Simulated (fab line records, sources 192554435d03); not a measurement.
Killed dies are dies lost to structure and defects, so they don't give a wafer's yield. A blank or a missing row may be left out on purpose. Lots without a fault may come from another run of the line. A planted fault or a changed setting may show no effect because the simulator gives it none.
fab line records | flow n5_finfet | part 1 of 2: steps 1 to 4 of 6
record lots=19 wafers=57 last_day=20
route steps=1938 shown ZERO_LAYER@15 PMOS_HMC_CHANNEL_EPI@67 FIN_SAQP@115
lots that met no fault: from a run of the same line without faults
start_h: hours from the record's first day to the start of the lot's first wafer shown | wait_h: hours since the lot's step before | " the same as in the row above | L1.1+2: a row that stands for several wafers | - no value, or no start given | * or withheld: withheld | < > ~ a bound
route shown NAME@n: a module of which the file shows steps, and the number in the route of the first | usual: mean/standard deviation of fault-free wafers | same: alike in all rows | chamber/n: place in a boat | sites: the reading at each site | _std_site: their standard deviation | _edge_site: outer sites' mean less inner sites' | radius_mm: how far each site lies from the wafer's centre | mask NAME#n: copy n | behind: the tool/chamber that last shaped the wafer | hold: why the lot was held/for how many hours/how that ended | device: the transistor (n, p or np) that didn't switch | end of line: the same wafers' tests at the end of the route | a step without rows: its recipe alone | killed: dies lost to structure and defects at the first sort, not the wafer's yield | map: a wafer's dies, x killed, . not, _ none there
set.NAME: the setting as run; set.NAME@STEP: as run at that earlier step | model.NAME: the simulator's own value behind a step, which no gauge read
steps of the route over a sample of lots; a table a step, a row a wafer
services: from which hour (start_h, from the record's first day; less than 0 if before it) a tool's chamber was out of use, for how many hours, and why
## steps
# step N5_ZERO_LAYER_ETCH_17
# recipe chemistry=CF4 target=SiO2 target_depth_a=120 time_s=13.3 ion_energy_ev=350 pressure_mtorr=40 source_w=450 bias_w=215 Ar_flow_sccm=100 cf4_flow_sccm=100
# usual bias_w=215.0/0.69 drypump_motor_current_A=5.8/0.56 oes_product_au=0.77/0.069 rf_vpp_V=949/4 showerhead_plenum_p_Torr=2.15/0.06 throttle_valve_pct=15.77/0.22
# columns lot.wafer tool chamber start_h wait_h bias_w drypump_motor_current_A oes_product_au rf_hours_counter_h rf_vpp_V showerhead_plenum_p_Torr throttle_valve_pct
L075.2 rie_diel-03 3 18.84 0.0 215.2 5.3 0.67 245 951 2.19 16.05
L075.4 " 0 " " 214.6 5.5 0.76 147 949 2.14 15.86
L075.6 " 0 " " 214.5 5.5 0.76 - 948 2.14 15.84
L076.1 rie_diel-01 0 24.84 0.0 215.5 6.6 0.87 40 947 2.10 15.84
L076.4 " 2 " " 215.2 6.4 0.73 226 942 2.04 16.19
L076.6 " 0 " " 216.5 6.6 0.87 - 945 2.10 15.85
L077.1 rie_diel-03 2 30.86 0.0 214.5 5.0 0.79 102 955 2.25 15.64
L077.2 " 0 " " 216.0 5.5 0.76 151 949 2.14 15.86
L077.5 " 0 " " 215.2 5.6 0.75 - 950 2.14 15.83
L078.1 rie_diel-03 0 37.23 0.0 216.3 5.6 0.76 152 948 2.14 15.85
L078.3 " 2 " " 215.9 5.0 0.80 104 956 2.25 15.64
L078.4 " 2 " " 214.3 5.0 0.80 - 955 2.25 15.64
L079.1 rie_diel-03 1 42.71 0.0 215.1 6.1 0.77 127 943 2.06 15.28
L079.2 " 2 " " 215.8 5.0 0.79 106 956 2.25 15.65
L079.6 " 2 " " 213.8 5.0 0.79 - 954 2.25 15.63
L080.1 rie_diel-01 0 48.87 0.0 214.5 6.6 0.86 48 944 2.09 15.85
L080.2 " 1 " " 214.0 6.3 0.81 98 950 2.16 15.56
L080.5 " 2 " " 215.6 6.4 0.73 - 942 2.03 16.21
L081.1 rie_diel-06 2 54.73 0.0 214.7 6.4 0.82 110 945 2.08 15.65
L081.3 " 3 " " 214.7 5.2 0.89 16 953 2.18 15.72
L081.4 " 1 " " 216.1 5.2 0.71 205 952 2.20 15.78
L082.3 rie_diel-06 1 60.71 0.0 215.3 5.2 0.69 207 951 2.20 15.79
L082.5 " 0 " " 214.5 6.4 0.73 - 952 2.22 15.97
L082.6 " 3 " " 216.0 5.2 0.89 - 951 2.18 15.73
L085.3 rie_diel-03 0 78.84 0.0 215.0 5.5 0.75 164 949 2.14 15.86
L085.4 " 3 " " 215.4 5.3 0.95 - 950 2.18 15.57
L085.6 " 2 " " 214.9 5.0 0.78 - 955 2.24 15.67
L087.3 rie_diel-06 0 90.84 0.0 214.9 6.4 0.73 198 954 2.22 15.99
L087.4 " 2 " " 214.3 6.4 0.80 120 943 2.07 15.67
L087.6 " 2 " " 215.2 6.4 0.81 - 944 2.07 15.69
L088.3 rie_diel-06 3 96.84 0.0 214.8 5.2 0.87 28 952 2.18 15.76
L088.5 " 1 " " 214.7 5.2 0.70 - 953 2.20 15.79
L088.6 " 0 " " 214.5 6.4 0.73 - 951 2.22 15.98
L089.2 rie_diel-03 3 102.71 0.0 213.9 5.3 0.94 14 953 2.18 15.58
L089.4 " 0 " " 214.3 5.6 0.73 170 949 2.14 15.88
L089.5 " 1 " " 214.9 6.1 0.76 - 943 2.06 15.29
L090.2 rie_diel-06 0 108.84 0.0 215.7 6.4 0.72 201 954 2.21 16.01
L090.4 " 3 " " 215.6 5.2 0.86 31 951 2.18 15.76
L090.5 " 2 " " 215.6 6.4 0.80 - 944 2.07 15.68
L091.1 rie_diel-03 3 114.86 0.0 215.5 5.3 0.94 17 951 2.18 15.56
L091.3 " 2 " " 213.8 5.0 0.78 125 954 2.24 15.70
L091.4 " 1 " " 215.6 6.1 0.76 137 943 2.06 15.29
L093.3 rie_diel-01 1 126.88 0.0 215.1 6.2 0.78 121 950 2.15 15.62
L093.5 " 3 " " 213.9 6.0 0.66 - 947 2.11 16.11
L093.6 " 0 " " 215.6 6.6 0.81 - 945 2.09 15.90
L094.1 rie_diel-01 3 132.84 0.0 215.3 6.0 0.67 246 945 2.10 16.10
L094.2 " 0 " " 215.9 6.6 0.81 73 946 2.09 15.90
L094.6 " 1 " " 215.9 6.2 0.78 - 950 2.15 15.61
L095.1 rie_diel-03 3 138.87 0.0 214.8 5.3 0.92 20 952 2.18 15.57
L095.4 " 2 " " 215.0 5.0 0.78 128 954 2.24 15.70
L095.6 " 0 " " 214.9 5.5 0.74 - 948 2.13 15.89
L096.1 rie_diel-06 3 146.23 0.0 215.2 5.2 0.84 38 952 2.17 15.78
L096.3 " 1 " " 215.2 5.2 0.69 227 954 2.19 15.83
L096.6 " 2 " " 214.0 6.4 0.79 - 946 2.07 15.69
L097.1 rie_diel-06 2 150.84 0.0 215.2 6.4 0.79 133 944 2.07 15.68
L097.2 " 0 " " 214.8 6.4 0.71 210 952 2.21 16.00
L097.6 " 1 " " 214.9 5.2 0.68 - 951 2.19 15.83
# step N5_PMOS_HMC_CHANNEL_EPI_INSPECT_11
# recipe mode=adi inspect_instrument=macro
# usual raw_defect_count=2.0/1.6
# columns lot.wafer tool chamber start_h wait_h raw_defect_count
L075.2 defect_inspect-02 - 23.29 0.0 1
L075.4 " - " " 2
L075.6 " - " " 6
L076.1 defect_inspect-02 - 28.95 0.0 1
L076.4 " - " " 4
L076.6 " - " " 1
L077.1 defect_inspect-01 - 35.44 0.0 8
L077.2 " - " " 1
L077.5 " - " " 2
L078.1 defect_inspect-01 - 41.56 0.0 0
L078.3 " - " " 2
L078.4 " - " " 2
L079.1 defect_inspect-01 - 47.13 0.0 5
L079.2 " - " " 4
L079.6 " - " " 0
L080.1 defect_inspect-02 - 53.39 0.0 4
L080.2 " - " " 2
L080.5 " - " " 1
L081.1 defect_inspect-01 - 59.62 0.0 4
L081.3 " - " " 1
L081.4 " - " " 1
L082.3 defect_inspect-02 - 65.14 0.0 3
L082.5 " - " " 2
L082.6 " - " " 2
L085.3 defect_inspect-02 - 83.75 0.0 3
L085.4 " - " " 2
L085.6 " - " " 2
L087.3 defect_inspect-01 - 96.00 0.0 1
L087.4 " - " " 3
L087.6 " - " " 3
L088.3 defect_inspect-02 - 101.27 0.0 0
L088.5 " - " " 1
L088.6 " - " " 4
L089.2 defect_inspect-01 - 107.19 0.0 0
L089.4 " - " " 2
L089.5 " - " " 2
L090.2 defect_inspect-02 - 113.27 0.0 4
L090.4 " - " " 1
L090.5 " - " " 1
L091.1 defect_inspect-01 - 119.10 0.0 2
L091.3 " - " " 2
L091.4 " - " " 3
L093.3 defect_inspect-02 - 142.67 0.0 3
L093.5 " - " " 2
L093.6 " - " " 0
L094.1 defect_inspect-01 - 150.76 0.0 3
L094.2 " - " " 0
L094.6 " - " " 1
L095.1 defect_inspect-01 - 151.67 0.0 2
L095.4 " - " " 4
L095.6 " - " " 3
L096.1 defect_inspect-01 - 152.51 0.0 2
L096.3 " - " " 1
L096.6 " - " " 0
L097.1 defect_inspect-01 - 155.93 0.0 1
L097.2 " - " " 1
L097.6 " - " " 2
# step N5_PMOS_HMC_CHANNEL_EPI_HM_OPEN_15
# recipe chemistry=CHF3/O2 target=SiO2 mask_material=CAR-ArF-block target_depth_a=406 CHF3_flow_sccm=50 O2_flow_sccm=5 Ar_flow_sccm=200 time_s=20.3 pressure_mtorr=30 source_w=650 bias_w=170 ion_energy_ev=200
# usual bias_w=170.0/0.54 drypump_motor_current_A=5.9/0.55 oes_product_au=0.78/0.078 rf_vpp_V=524/5.6 showerhead_plenum_p_Torr=2.41/0.077 throttle_valve_pct=19.02/0.24
# columns lot.wafer tool chamber start_h wait_h bias_w drypump_motor_current_A oes_product_au rf_hours_counter_h rf_vpp_V showerhead_plenum_p_Torr throttle_valve_pct
L075.2 rie_diel-03 1 23.40 0.0 170.4 6.1 0.77 122 517 2.32 18.47
L075.4 " 2 " " 169.2 5.0 0.80 101 534 2.54 18.93
L075.6 " 3 " " 170.7 5.4 0.68 - 529 2.46 19.22
L076.1 rie_diel-03 1 29.06 0.0 170.3 6.1 0.77 123 517 2.32 18.45
L076.4 " 0 " " 169.8 5.6 0.76 150 523 2.41 19.07
L076.6 " 3 " " 169.6 5.4 0.68 - 531 2.46 19.21
L077.1 rie_diel-01 0 35.55 0.0 170.6 6.6 0.86 43 526 2.36 19.13
L077.2 " 2 " " 170.2 6.4 0.71 229 522 2.28 19.38
L077.5 " 3 " " 170.7 6.0 0.68 - 520 2.38 19.26
L078.1 rie_diel-03 2 41.70 0.0 170.7 5.0 0.80 105 534 2.53 18.94
L078.3 " 1 " " 169.4 6.1 0.76 127 516 2.32 18.48
L078.4 " 0 " " 169.8 5.5 0.75 - 523 2.41 19.08
L079.1 rie_diel-03 1 47.27 0.0 169.1 6.1 0.77 128 517 2.32 18.48
L079.2 " 0 " " 169.7 5.6 0.75 155 522 2.41 19.09
L079.6 " 1 " " 169.6 6.1 0.77 - 517 2.32 18.46
L080.1 rie_diel-01 2 53.50 0.0 169.7 6.4 0.72 235 521 2.28 19.39
L080.2 " 1 " " 169.5 6.3 0.80 98 528 2.42 18.78
L080.5 " 0 " " 169.4 6.6 0.85 - 527 2.35 19.15
L081.1 rie_diel-03 0 59.73 0.0 170.2 5.6 0.75 158 521 2.41 19.10
L081.3 " 2 " " 169.7 5.0 0.80 110 534 2.53 18.94
L081.4 " 3 " " 169.0 5.4 1.00 2 528 2.46 18.82
L082.3 rie_diel-01 3 65.25 0.0 170.0 6.0 0.69 225 519 2.37 19.28
L082.5 " 3 " " 170.4 6.0 0.69 - 518 2.37 19.28
L082.6 " 0 " " 170.1 6.6 0.86 - 526 2.35 19.18
L085.3 rie_diel-01 3 83.86 0.0 170.8 6.0 0.68 230 519 2.37 19.27
L085.4 " 1 " " 170.4 6.2 0.80 107 528 2.42 18.79
L085.6 " 2 " " 170.4 6.4 0.72 - 521 2.28 19.39
L087.3 rie_diel-03 2 96.11 0.0 170.1 5.0 0.79 120 534 2.53 18.96
L087.4 " 3 " " 169.6 5.4 0.95 13 528 2.46 18.85
L087.6 " 1 " " 170.0 6.1 0.76 - 516 2.32 18.48
L088.3 rie_diel-06 0 101.38 0.0 170.2 6.4 0.72 200 529 2.49 19.22
L088.5 " 1 " " 170.2 5.2 0.69 - 523 2.47 18.99
L088.6 " 2 " " 170.9 6.4 0.81 - 518 2.34 18.98
L089.2 rie_diel-01 2 107.30 0.0 170.4 6.4 0.70 250 522 2.27 19.43
L089.4 " 3 " " 169.4 6.0 0.67 237 518 2.37 19.28
L089.5 " 3 " " 169.9 6.0 0.67 - 518 2.37 19.30
L090.2 rie_diel-06 0 113.38 0.0 169.7 6.4 0.72 202 528 2.49 19.22
L090.4 " 1 " " 169.9 5.2 0.69 219 523 2.47 19.01
L090.5 " 3 " " 171.6 5.2 0.85 - 528 2.45 19.06
L091.1 rie_diel-01 0 119.21 0.0 170.3 6.6 0.83 69 525 2.35 19.18
L091.3 " 3 " " 169.8 6.0 0.66 242 518 2.37 19.29
L091.4 " 1 " " 170.4 6.3 0.78 - 527 2.42 18.80
L093.3 rie_diel-03 0 142.78 0.0 170.0 5.5 0.73 176 523 2.40 19.13
L093.5 " 0 " " 169.9 5.6 0.74 - 522 2.40 19.14
L093.6 " 1 " " 170.6 6.1 0.76 - 516 2.31 18.52
L094.1 rie_diel-03 2 150.87 0.0 169.3 5.0 0.77 131 534 2.52 18.98
L094.2 " 3 " " 170.4 5.4 0.91 23 527 2.45 18.88
L094.6 " 1 " " 170.3 6.1 0.76 - 517 2.31 18.50
L095.1 rie_diel-01 3 151.78 0.0 169.5 6.0 0.66 249 517 2.36 19.32
L095.4 " 2 " " 170.7 6.4 0.96 3 530 2.56 19.03
L095.6 " 3 " " 170.3 6.0 0.67 - 519 2.36 19.31
L096.1 rie_diel-01 1 152.62 0.0 169.6 6.2 0.77 126 526 2.41 18.82
L096.3 " 3 " " 170.8 6.0 0.66 250 519 2.36 19.31
L096.6 " 2 " " 171.2 6.4 0.96 - 530 2.56 19.04
L097.1 rie_diel-06 2 156.40 0.0 169.9 6.4 0.80 134 519 2.33 18.99
L097.2 " 1 " " 169.4 5.2 0.68 229 523 2.47 19.03
L097.6 " 2 " " 169.5 6.4 0.79 - 519 2.33 18.99
# step N5_PMOS_HMC_CHANNEL_EPI_STRIP_33
# recipe chemistry=N2/H2 power_w=500 temp_c=40 pressure_mtorr=50 rf_frequency_hz=6e+07 overash_fraction=0.3 bias_power_w=8 h2_frac=0.5 n2_flow_sccm=300 h2_flow_sccm=300
# usual drypump_motor_current_A=5.9/0.55 oes_product_au=0.78/0.08 rf_vpp_V=54.0/1.7 showerhead_plenum_p_Torr=3.35/0.11 throttle_valve_pct=19.11/0.21
# columns lot.wafer tool chamber start_h wait_h drypump_motor_current_A oes_product_au rf_hours_counter_h rf_vpp_V showerhead_plenum_p_Torr throttle_valve_pct
L075.2 rie_diel-03 1 23.46 0.0 6.1 0.77 122 54.3 3.24 18.98
L075.4 " 2 " " 5.0 0.80 101 54.5 3.52 18.88
L075.6 " 3 " " 5.4 0.66 - 53.4 3.45 19.30
L076.1 rie_diel-03 1 29.12 0.0 6.1 0.76 123 54.6 3.24 18.93
L076.4 " 0 " " 5.6 0.75 150 54.2 3.35 18.99
L076.6 " 3 " " 5.4 0.67 - 54.0 3.45 19.34
L077.1 rie_diel-01 0 35.60 0.0 6.7 0.86 43 53.5 3.28 19.06
L077.2 " 2 " " 6.4 0.71 229 50.1 3.19 19.70
L077.5 " 3 " " 6.0 0.68 - 54.0 3.31 19.16
L078.1 rie_diel-03 2 41.76 0.0 5.0 0.79 106 55.3 3.51 18.90
L078.3 " 1 " " 6.1 0.79 127 54.6 3.24 18.96
L078.4 " 0 " " 5.5 0.75 - 55.3 3.35 19.02
L079.1 rie_diel-03 1 47.32 0.0 6.1 0.77 128 51.3 3.24 18.99
L079.2 " 0 " " 5.5 0.75 155 53.1 3.35 19.06
L079.6 " 1 " " 6.1 0.76 - 52.6 3.24 19.00
L080.1 rie_diel-01 2 53.56 0.0 6.4 0.69 235 54.6 3.18 19.70
L080.2 " 1 " " 6.3 0.81 98 55.9 3.38 18.96
L080.5 " 0 " " 6.6 0.86 - 53.6 3.28 19.09
L081.1 rie_diel-03 0 59.79 0.0 5.6 0.75 158 54.2 3.35 19.02
L081.3 " 2 " " 5.0 0.78 110 56.2 3.51 18.92
L081.4 " 3 " " 5.4 1.01 2 54.1 3.44 18.89
L082.3 rie_diel-01 3 65.30 0.0 6.0 0.67 226 54.7 3.31 19.17
L082.5 " 3 " " 6.0 0.67 - 53.6 3.31 19.19
L082.6 " 0 " " 6.7 0.86 - 54.3 3.28 19.11
L085.3 rie_diel-01 3 83.92 0.0 6.0 0.68 230 57.1 3.31 19.16
L085.4 " 1 " " 6.3 0.80 107 53.8 3.38 18.96
L085.6 " 2 " " 6.4 0.70 - 51.3 3.18 19.69
L087.3 rie_diel-03 2 96.16 0.0 5.0 0.78 120 55.6 3.51 18.92
L087.4 " 3 " " 5.4 0.96 13 53.5 3.44 18.94
L087.6 " 1 " " 6.1 0.77 - 54.1 3.24 18.99
L088.3 rie_diel-06 0 101.43 0.0 6.5 0.71 200 54.8 3.47 19.47
L088.5 " 1 " " 5.2 0.70 - 52.1 3.45 18.97
L088.6 " 2 " " 6.4 0.79 - 52.6 3.24 19.07
L089.2 rie_diel-01 2 107.35 0.0 6.4 0.70 250 52.9 3.18 19.74
L089.4 " 3 " " 6.1 0.66 237 51.7 3.30 19.19
L089.5 " 3 " " 6.0 0.67 - 52.0 3.30 19.17
L090.2 rie_diel-06 0 113.44 0.0 6.4 0.71 202 53.1 3.46 19.43
L090.4 " 1 " " 5.2 0.70 219 53.9 3.45 18.95
L090.5 " 3 " " 5.2 0.85 - 53.0 3.42 19.28
L091.1 rie_diel-01 0 119.26 0.0 6.6 0.83 69 53.3 3.27 19.16
L091.3 " 3 " " 6.0 0.66 242 54.9 3.30 19.17
L091.4 " 1 " " 6.3 0.78 - 55.4 3.37 18.94
L093.3 rie_diel-03 0 142.83 0.0 5.5 0.74 176 52.7 3.34 19.05
L093.5 " 0 " " 5.5 0.74 - 54.0 3.34 19.02
L093.6 " 1 " " 6.1 0.76 - 53.1 3.23 18.99
L094.1 rie_diel-03 2 150.93 0.0 5.0 0.78 131 54.5 3.50 18.93
L094.2 " 3 " " 5.4 0.93 23 56.9 3.43 18.99
L094.6 " 1 " " 6.1 0.74 - 55.7 3.23 18.99
L095.1 rie_diel-01 3 151.84 0.0 6.0 0.66 249 55.3 3.29 19.20
L095.4 " 2 " " 6.4 0.97 3 56.0 3.58 19.31
L095.6 " 3 " " 6.0 0.66 - 55.6 3.29 19.17
L096.1 rie_diel-01 1 152.67 0.0 6.3 0.77 126 53.4 3.37 18.97
L096.3 " 3 " " 6.0 0.67 250 54.5 3.29 19.22
L096.6 " 2 " " 6.4 0.95 - 52.2 3.58 19.32
L097.1 rie_diel-06 2 156.45 0.0 6.5 0.79 134 53.6 3.24 19.09
L097.2 " 1 " " 5.2 0.70 229 53.6 3.45 19.01
L097.6 " 2 " " 6.4 0.77 - 51.1 3.24 19.09
